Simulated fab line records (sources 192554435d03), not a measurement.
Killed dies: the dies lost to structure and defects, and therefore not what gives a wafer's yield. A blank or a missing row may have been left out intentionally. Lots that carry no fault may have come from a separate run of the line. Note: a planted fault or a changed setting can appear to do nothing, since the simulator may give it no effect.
Which tool was responsible? | flow n5-finfet | 24 lots with 72 wafers sampled at 6 steps, on a route of 1938 steps

== WHAT THE GAUGES READ, wafer by wafer ==
The record lacks any reading of a measuring or inspecting step that a usual standard deviation could be used to judge.

== TOOL THAT RAN EACH LOT (tool first, then ch and the chambers of the sampled wafers, then the start) ==
lot  | N5_BEOL_M3_ANNEAL_51             | N5_BEOL_M4_ETCH_77                 | N5_BEOL_M4_ALD_98                 | N5_BEOL_M4_ETCH_41                            | N5_BEOL_M4_SPUTTER_88        | N5_BEOL_M4_SPUTTER_90
L074 | rtp-anneal-02 ch 0, day 7 07:39  | rie-diel-05 ch 0,1,2, day 7 10:47  | ald-sin-02 ch 1,2,3, day 7 10:54  | rie-diel-05 ch 0,1,2, day 7 18:34 or earlier  | pvd-sputter-02, day 7 18:34  | pvd-sputter-02, day 7 18:47
L075 | rtp-anneal-01 ch 0, day 7 11:17  | rie-diel-03 ch 0,2,3, day 7 17:34  | ald-sin-03 ch 1,3, day 7 17:40    | rie-diel-03 ch 0,3, day 7 21:10 or earlier    | pvd-sputter-02, day 7 21:10  | pvd-sputter-02, day 7 21:23
L076 | rtp-anneal-01 ch 0, day 7 22:26  | rie-diel-05 ch 0,2,3, day 8 01:52  | ald-sin-01 ch 1,3, day 8 01:58    | rie-diel-04 ch 2,3, day 8 12:25 or earlier    | pvd-sputter-02, day 8 12:25  | pvd-sputter-02, day 8 12:38
L077 | rtp-anneal-02 ch 0, day 8 03:09  | rie-diel-05 ch 0,1,2, day 8 05:43  | ald-sin-01 ch 0,2,3, day 8 05:49  | rie-diel-03 ch 0,1,2, day 8 15:55 or earlier  | pvd-sputter-02, day 8 15:55  | pvd-sputter-02, day 8 16:08
L078 | rtp-anneal-02 ch 0, day 8 06:19  | rie-diel-04 ch 1,2,3, day 8 12:19  | ald-sin-02 ch 0,2,3, day 8 12:31  | rie-diel-03 ch 0,1,3, day 8 17:45 or earlier  | pvd-sputter-02, day 8 17:45  | pvd-sputter-02, day 8 17:58
L080 | rtp-anneal-01 ch 0, day 8 16:50  | rie-diel-04 ch 1,2, day 8 20:26    | ald-sin-03 ch 1,2, day 8 21:33    | rie-diel-04 ch 0,1,2, day 9 03:31 or earlier  | pvd-sputter-03, day 9 03:31  | pvd-sputter-03, day 9 03:44
L079 | rtp-anneal-02 ch 0, day 8 21:47  | rie-diel-05 ch 2,3, day 9 03:16    | ald-sin-02 ch 0,1,2, day 9 03:23  | rie-diel-03 ch 0,1,3, day 9 16:10 or earlier  | pvd-sputter-03, day 9 16:10  | pvd-sputter-03, day 9 16:23
L081 | rtp-anneal-01 ch 0, day 9 08:05  | rie-diel-05 ch 0,2, day 9 11:29    | ald-sin-01 ch 0,1,2, day 9 11:35  | rie-diel-04 ch 0,2,3, day 9 16:12 or earlier  | pvd-sputter-02, day 9 16:12  | pvd-sputter-02, day 9 16:25
L082 | rtp-anneal-02 ch 0, day 9 12:20  | rie-diel-05 ch 0,1,2, day 9 15:29  | ald-sin-03 ch 0,2,3, day 9 15:51  | rie-diel-05 ch 0,1,2, day 9 19:04 or earlier  | pvd-sputter-01, day 9 19:04  | pvd-sputter-01, day 9 19:17
L083 | rtp-anneal-02 ch 0, day 9 13:34  | rie-diel-03 ch 1,2,3, day 9 17:23  | ald-sin-02 ch 1,2, day 9 17:29    | rie-diel-05 ch 0,1,2, day 9 21:56 or earlier  | pvd-sputter-02, day 9 21:56  | pvd-sputter-02, day 9 22:10
L084 | rtp-anneal-02 ch 0, day 10 00:45 | rie-diel-05 ch 0,3, day 10 03:37   | ald-sin-02 ch 0,1,3, day 10 03:58 | rie-diel-03 ch 0,3, day 10 14:55 or earlier   | pvd-sputter-01, day 10 14:55 | pvd-sputter-01, day 10 15:08
L086 | rtp-anneal-02 ch 0, day 10 17:30 | rie-diel-04 ch 0,2,3, day 10 20:51 | ald-sin-03 ch 2,3, day 10 20:57   | rie-diel-04 ch 0,1,2, day 11 03:38 or earlier | pvd-sputter-02, day 11 03:38 | pvd-sputter-02, day 11 03:51
L085 | rtp-anneal-02 ch 0, day 10 19:20 | rie-diel-04 ch 0,2,3, day 10 23:11 | ald-sin-02 ch 1,2,3, day 10 23:19 | rie-diel-03 ch 0,2,3, day 11 04:40 or earlier | pvd-sputter-03, day 11 04:40 | pvd-sputter-03, day 11 04:53
L087 | rtp-anneal-01 ch 0, day 10 20:55 | rie-diel-04 ch 1,2,3, day 11 02:17 | ald-sin-03 ch 0,2, day 11 02:33   | rie-diel-05 ch 0,3, day 11 08:40 or earlier   | pvd-sputter-01, day 11 08:40 | pvd-sputter-01, day 11 08:53
L089 | rtp-anneal-01 ch 0, day 11 00:40 | rie-diel-04 ch 0,1,2, day 11 03:19 | ald-sin-01 ch 0,1,3, day 11 03:35 | rie-diel-04 ch 0,2,3, day 11 08:33 or earlier | pvd-sputter-02, day 11 08:33 | pvd-sputter-02, day 11 08:46
L088 | rtp-anneal-01 ch 0, day 11 07:57 | rie-diel-03 ch 0,1,3, day 11 12:11 | ald-sin-01 ch 0,1, day 11 12:17   | rie-diel-04 ch 0,2, day 11 16:47 or earlier   | pvd-sputter-02, day 11 16:47 | pvd-sputter-02, day 11 17:01
L090 | rtp-anneal-01 ch 0, day 11 18:41 | rie-diel-03 ch 0,3, day 11 21:58   | ald-sin-02 ch 0,1,2, day 11 22:04 | rie-diel-04 ch 0,2,3, day 12 06:46 or earlier | pvd-sputter-03, day 12 06:46 | pvd-sputter-03, day 12 06:59
L091 | rtp-anneal-01 ch 0, day 12 00:11 | rie-diel-03 ch 0,1,3, day 12 04:35 | ald-sin-01 ch 0,1,3, day 12 04:51 | rie-diel-04 ch 1,2,3, day 12 09:50 or earlier | pvd-sputter-03, day 12 09:50 | pvd-sputter-03, day 12 10:03
L093 | rtp-anneal-02 ch 0, day 12 01:50 | rie-diel-05 ch 0,2,3, day 12 04:58 | ald-sin-02 ch 0,1,2, day 12 06:02 | rie-diel-03 ch 0,1,3, day 12 11:41 or earlier | pvd-sputter-01, day 12 11:41 | pvd-sputter-01, day 12 11:55
L092 | rtp-anneal-01 ch 0, day 12 02:40 | rie-diel-03 ch 0,1, day 12 06:13   | ald-sin-02 ch 0,1,2, day 12 06:19 | rie-diel-04 ch 1,2,3, day 12 14:13 or earlier | pvd-sputter-02, day 12 14:13 | pvd-sputter-02, day 12 14:26
L094 | rtp-anneal-02 ch 0, day 12 06:14 | rie-diel-04 ch 0,1,2, day 12 10:03 | ald-sin-03 ch 0,3, day 12 10:09   | rie-diel-04 ch 0,2,3, day 12 15:11 or earlier | pvd-sputter-01, day 12 15:11 | pvd-sputter-01, day 12 15:38
L097 | rtp-anneal-02 ch 0, day 12 23:14 | rie-diel-04 ch 0,1,3, day 13 03:10 | ald-sin-03 ch 0,2,3, day 13 04:04 | rie-diel-04 ch 0,1, day 13 13:38 or earlier   | pvd-sputter-02, day 13 13:38 | pvd-sputter-02, day 13 13:52
L095 | rtp-anneal-02 ch 0, day 13 10:25 | rie-diel-04 ch 1,2, day 13 13:40   | ald-sin-01 ch 1,2, day 13 13:46   | rie-diel-05 ch 0,1, day 13 17:24 or earlier   | pvd-sputter-02, day 13 17:24 | pvd-sputter-02, day 13 17:37
L096 | rtp-anneal-02 ch 0, day 13 12:15 | rie-diel-03 ch 0,2, day 13 16:58   | ald-sin-03 ch 0,2, day 13 17:04   | rie-diel-04 ch 0,3, day 13 19:53 or earlier   | pvd-sputter-02, day 13 19:53 | pvd-sputter-02, day 13 20:06
- N5_BEOL_M3_ANNEAL_51: time 90 s.
- N5_BEOL_M4_ETCH_77: etches underlayer in N2/H2, target depth 6.5 nm, time 5.2 s.
- N5_BEOL_M4_ALD_98: deposits SiO2, target thk 2.5 nm, pulse time 1 s, co reactant pulse time 1 s.
- N5_BEOL_M4_ETCH_41: etches SiCN in CH3F/O2, target depth 29.9 nm, time 52.5 s.
- N5_BEOL_M4_SPUTTER_88: material Cu, target thk 4.5 nm, time 8.29 s.
- N5_BEOL_M4_SPUTTER_90: material Cu, target thk 4.5 nm, time 8.29 s.

== WHAT THE TOOLS THEMSELVES READ (means of the sampled wafers that have a number; where no wafer has one, the mark that the record gives instead) ==
N5_BEOL_M3_ANNEAL_51.
lot  | tool          | anneal-temp-c-max | wafer_temp_C_max
L074 | rtp-anneal-02 | 226.8             | 226.12
L075 | rtp-anneal-01 | 226.2             | 225.68
L076 | rtp-anneal-01 | 226.3             | 225.60
L077 | rtp-anneal-02 | 226.8             | 225.88
L078 | rtp-anneal-02 | 226.7             | 226.30
L080 | rtp-anneal-01 | 226.4             | 225.46
L079 | rtp-anneal-02 | 226.7             | 226.13
L081 | rtp-anneal-01 | 226.3             | 225.48
L082 | rtp-anneal-02 | 226.4             | 225.85
L083 | rtp-anneal-02 | 226.7             | 225.95
L084 | rtp-anneal-02 | 226.7             | 226.04
L086 | rtp-anneal-02 | 226.8             | 225.88
L085 | rtp-anneal-02 | 227.1             | 225.92
L087 | rtp-anneal-01 | 226.1             | 225.48
L089 | rtp-anneal-01 | 226.1             | 225.75
L088 | rtp-anneal-01 | 226.1             | 225.80
L090 | rtp-anneal-01 | 226.6             | 225.58
L091 | rtp-anneal-01 | 226.1             | 225.58
L093 | rtp-anneal-02 | 227.3             | 225.63
L092 | rtp-anneal-01 | 226.1             | 225.34
L094 | rtp-anneal-02 | 226.3             | 225.48
L097 | rtp-anneal-02 | 226.8             | 225.79
L095 | rtp-anneal-02 | 226.9             | 226.26
L096 | rtp-anneal-02 | 227.1             | 225.81

N5_BEOL_M4_ETCH_77.
lot  | tool        | drypump-motor-current-A (A) | etch-rf-on-time-s (s) | h2-flow-sccm (sccm) | oes-product-au (a.u.) | rf-vpp-V (V) | showerhead-plenum-p-Torr (Torr) | throttle-valve-pct (%)
L074 | rie-diel-05 | 6.2                         | 5.21                  | 199.8               | 0.67                  | 522.3        | 2.48                            | 17.83
L075 | rie-diel-03 | 5.8                         | 5.22                  | 200.1               | 0.67                  | 525.0        | 2.59                            | 18.06
L076 | rie-diel-05 | 6.2                         | 5.23                  | 200.3               | 0.68                  | 522.0        | 2.52                            | 17.85
L077 | rie-diel-05 | 6.2                         | 5.24                  | 199.7               | 0.66                  | 522.8        | 2.48                            | 17.83
L078 | rie-diel-04 | 5.9                         | 5.20                  | 200.5               | 0.67                  | 521.2        | 2.47                            | 17.85
L080 | rie-diel-04 | 5.8                         | 5.18                  | 200.1               | 0.67                  | 523.2        | 2.52                            | 17.75
L079 | rie-diel-05 | 6.3                         | 5.12                  | 200.2               | 0.66                  | 521.9        | 2.52                            | 17.86
L081 | rie-diel-05 | 6.3                         | 5.14                  | 200.0               | 0.69                  | 521.3        | 2.46                            | 17.67
L082 | rie-diel-05 | 6.2                         | 5.18                  | 199.7               | 0.73                  | 523.5        | 2.48                            | 17.72
L083 | rie-diel-03 | 6.1                         | 5.20                  | 199.9               | 0.67                  | 524.3        | 2.56                            | 18.06
L084 | rie-diel-05 | 6.2                         | 5.29                  | 200.7               | 0.63                  | 524.2        | 2.57                            | 18.11
L086 | rie-diel-04 | 5.7                         | 5.18                  | 199.5               | 0.79                  | 526.0        | 2.60                            | 17.61
L085 | rie-diel-04 | 5.7                         | 5.20                  | 200.3               | 0.78                  | 523.9        | 2.60                            | 17.62
L087 | rie-diel-04 | 5.9                         | 5.18                  | 199.9               | 0.72                  | 525.3        | 2.57                            | 17.73
L089 | rie-diel-04 | 5.6                         | 5.20                  | 199.7               | 0.71                  | 523.8        | 2.54                            | 17.65
L088 | rie-diel-03 | 6.2                         | 5.18                  | 199.9               | 0.70                  | 524.0        | 2.54                            | 17.98
L090 | rie-diel-03 | 6.1                         | 5.20                  | 200.0               | 0.67                  | 524.2        | 2.55                            | 17.89
L091 | rie-diel-03 | 6.2                         | 5.22                  | 199.8               | 0.69                  | 523.7        | 2.53                            | 17.99
L093 | rie-diel-05 | 6.2                         | 5.24                  | 199.7               | 0.64                  | 524.1        | 2.51                            | 17.92
L092 | rie-diel-03 | 6.0                         | 5.20                  | 200.3               | 0.70                  | 524.2        | 2.54                            | 18.12
L094 | rie-diel-04 | 5.6                         | 5.19                  | 199.5               | 0.70                  | 523.5        | 2.53                            | 17.68
L097 | rie-diel-04 | 5.9                         | 5.16                  | 200.0               | 0.70                  | 524.2        | 2.61                            | 17.82
L095 | rie-diel-04 | 5.6                         | 5.13                  | 200.4               | 0.69                  | 522.9        | 2.49                            | 17.63
L096 | rie-diel-03 | 5.7                         | 5.17                  | 200.3               | 0.72                  | 524.9        | 2.57                            | 18.15

N5_BEOL_M4_ALD_98.
lot  | tool       | heater-power-w (W) | precursor-pulse-height-rel
L074 | ald-sin-02 | 81                 | 1.014
L075 | ald-sin-03 | 87                 | 0.994
L076 | ald-sin-01 | 82                 | 0.986
L077 | ald-sin-01 | 85                 | 0.995
L078 | ald-sin-02 | 84                 | 0.995
L080 | ald-sin-03 | 90                 | 1.001
L079 | ald-sin-02 | 75                 | 1.001
L081 | ald-sin-01 | 78                 | 0.987
L082 | ald-sin-03 | 80                 | 0.992
L083 | ald-sin-02 | 76                 | 0.996
L084 | ald-sin-02 | 82                 | 0.985
L086 | ald-sin-03 | 81                 | 1.012
L085 | ald-sin-02 | 81                 | 0.999
L087 | ald-sin-03 | 79                 | 1.006
L089 | ald-sin-01 | 79                 | 1.006
L088 | ald-sin-01 | 75                 | 0.984
L090 | ald-sin-02 | 76                 | 0.997
L091 | ald-sin-01 | 78                 | 1.000
L093 | ald-sin-02 | 75                 | 1.001
L092 | ald-sin-02 | 78                 | 0.996
L094 | ald-sin-03 | 79                 | 0.995
L097 | ald-sin-03 | 80                 | 0.993
L095 | ald-sin-01 | 81                 | 0.999
L096 | ald-sin-03 | 77                 | 0.975

N5_BEOL_M4_ETCH_41.
lot  | tool        | drypump-motor-current-A (A) | oes-product-au (a.u.) | rf-vpp-V (V) | showerhead-plenum-p-Torr (Torr) | throttle-valve-pct (%)
L074 | rie-diel-05 | 6.2                         | 0.79                  | 295.6        | 1.96                            | 16.26
L075 | rie-diel-03 | 6.1                         | 0.83                  | 298.7        | 2.02                            | 16.26
L076 | rie-diel-04 | 6.0                         | 0.77                  | 295.1        | 1.92                            | 16.49
L077 | rie-diel-03 | 5.9                         | 0.82                  | 297.7        | 2.01                            | 16.56
L078 | rie-diel-03 | 6.2                         | 0.86                  | 296.5        | 2.00                            | 16.35
L080 | rie-diel-04 | 5.6                         | 0.89                  | 298.1        | 2.00                            | 16.09
L079 | rie-diel-03 | 6.2                         | 0.84                  | 297.1        | 2.00                            | 16.36
L081 | rie-diel-04 | 5.7                         | 0.95                  | 298.0        | 2.05                            | 16.06
L082 | rie-diel-05 | 6.2                         | 0.86                  | 296.5        | 1.95                            | 16.14
L083 | rie-diel-05 | 6.2                         | 0.84                  | 296.0        | 1.95                            | 16.14
L084 | rie-diel-03 | 6.1                         | 0.80                  | 297.6        | 2.01                            | 16.32
L086 | rie-diel-04 | 5.6                         | 0.85                  | 297.8        | 2.00                            | 16.10
L085 | rie-diel-03 | 5.8                         | 0.76                  | 298.0        | 2.02                            | 16.56
L087 | rie-diel-05 | 6.1                         | 0.77                  | 296.6        | 1.98                            | 16.30
L089 | rie-diel-04 | 5.7                         | 0.92                  | 299.3        | 2.05                            | 16.09
L088 | rie-diel-04 | 5.3                         | 0.90                  | 297.7        | 1.99                            | 15.98
L090 | rie-diel-04 | 5.7                         | 0.91                  | 298.5        | 2.04                            | 16.10
L091 | rie-diel-04 | 5.9                         | 0.81                  | 297.6        | 2.02                            | 16.25
L093 | rie-diel-03 | 6.2                         | 0.81                  | 296.5        | 1.99                            | 16.42
L092 | rie-diel-04 | 5.9                         | 0.82                  | 297.1        | 2.02                            | 16.25
L094 | rie-diel-04 | 5.7                         | 0.90                  | 297.7        | 2.04                            | 16.12
L097 | rie-diel-04 | 5.8                         | 0.74                  | 296.8        | 1.99                            | 16.29
L095 | rie-diel-05 | 6.1                         | 0.83                  | 296.8        | 1.95                            | 16.26
L096 | rie-diel-04 | 5.7                         | 0.89                  | 298.6        | 2.07                            | 16.15

N5_BEOL_M4_SPUTTER_88.
lot  | tool           | chuck-sensor-temp-C (C) | throttle-valve-pct (%)
L074 | pvd-sputter-02 | -15.9                   | 30.4
L075 | pvd-sputter-02 | -16.1                   | 29.8
L076 | pvd-sputter-02 | -16.1                   | 28.9
L077 | pvd-sputter-02 | -15.9                   | 30.3
L078 | pvd-sputter-02 | -15.9                   | 29.5
L080 | pvd-sputter-03 | -16.4                   | 30.1
L079 | pvd-sputter-03 | -16.0                   | 30.4
L081 | pvd-sputter-02 | -15.6                   | 30.5
L082 | pvd-sputter-01 | -15.8                   | 29.2
L083 | pvd-sputter-02 | -15.8                   | 29.5
L084 | pvd-sputter-01 | -15.6                   | 30.4
L086 | pvd-sputter-02 | -15.8                   | 30.3
L085 | pvd-sputter-03 | -16.3                   | 30.1
L087 | pvd-sputter-01 | -15.9                   | 28.8
L089 | pvd-sputter-02 | -15.8                   | 29.5
L088 | pvd-sputter-02 | -15.5                   | 30.8
L090 | pvd-sputter-03 | -15.9                   | 29.7
L091 | pvd-sputter-03 | -16.2                   | 29.7
L093 | pvd-sputter-01 | -15.9                   | 29.3
L092 | pvd-sputter-02 | -15.8                   | 29.4
L094 | pvd-sputter-01 | -15.8                   | 28.9
L097 | pvd-sputter-02 | -16.0                   | 28.7
L095 | pvd-sputter-02 | -15.7                   | 30.3
L096 | pvd-sputter-02 | -16.2                   | 29.2

N5_BEOL_M4_SPUTTER_90.
lot  | tool           | chuck-sensor-temp-C (C) | throttle-valve-pct (%)
L074 | pvd-sputter-02 | -15.9                   | 30.2
L075 | pvd-sputter-02 | -16.0                   | 29.7
L076 | pvd-sputter-02 | -16.2                   | 28.9
L077 | pvd-sputter-02 | -15.8                   | 30.4
L078 | pvd-sputter-02 | -15.8                   | 29.4
L080 | pvd-sputter-03 | -16.3                   | 30.1
L079 | pvd-sputter-03 | -16.2                   | 30.4
L081 | pvd-sputter-02 | -15.6                   | 30.4
L082 | pvd-sputter-01 | -15.5                   | 29.4
L083 | pvd-sputter-02 | -15.9                   | 29.5
L084 | pvd-sputter-01 | -15.6                   | 30.5
L086 | pvd-sputter-02 | -15.8                   | 30.3
L085 | pvd-sputter-03 | -16.2                   | 30.1
L087 | pvd-sputter-01 | -15.9                   | 28.9
L089 | pvd-sputter-02 | -15.9                   | 29.4
L088 | pvd-sputter-02 | -15.6                   | 30.6
L090 | pvd-sputter-03 | -16.0                   | 29.8
L091 | pvd-sputter-03 | -16.2                   | 29.6
L093 | pvd-sputter-01 | -16.0                   | 29.3
L092 | pvd-sputter-02 | -15.9                   | 29.6
L094 | pvd-sputter-01 | -15.8                   | 28.9
L097 | pvd-sputter-02 | -16.1                   | 28.6
L095 | pvd-sputter-02 | -15.8                   | 30.4
L096 | pvd-sputter-02 | -16.2                   | 29.1

== THE ANSWER, worked out from the rows above alone ==
Rule: what is usual is taken from the lots themselves. The widest of any qualifying gaps counts: lots, ordered by their means at a reading, are off when they make up no more than a third of the lots, leave a main group of 4 or more, and stand apart from it by 3 or more times the standard deviation of that group's means. Not used: any main group whose means are identical at the precision the tables above print for the reading. Also off: a lot with no number at a reading for which 4 or more lots have one. The other lots that the step has rows for count as sound. The gauges are gone through in route order, then the tools' own readings, and for those a lot's mean is taken as printed above. At the first step where some lot is off, the reading lying furthest off is the one used; lots without a number count as furthest.
Nothing can be told from this: no lot is off at any reading shown.

== WHAT HAD BEEN PUT IN BY THE SIMULATOR ==
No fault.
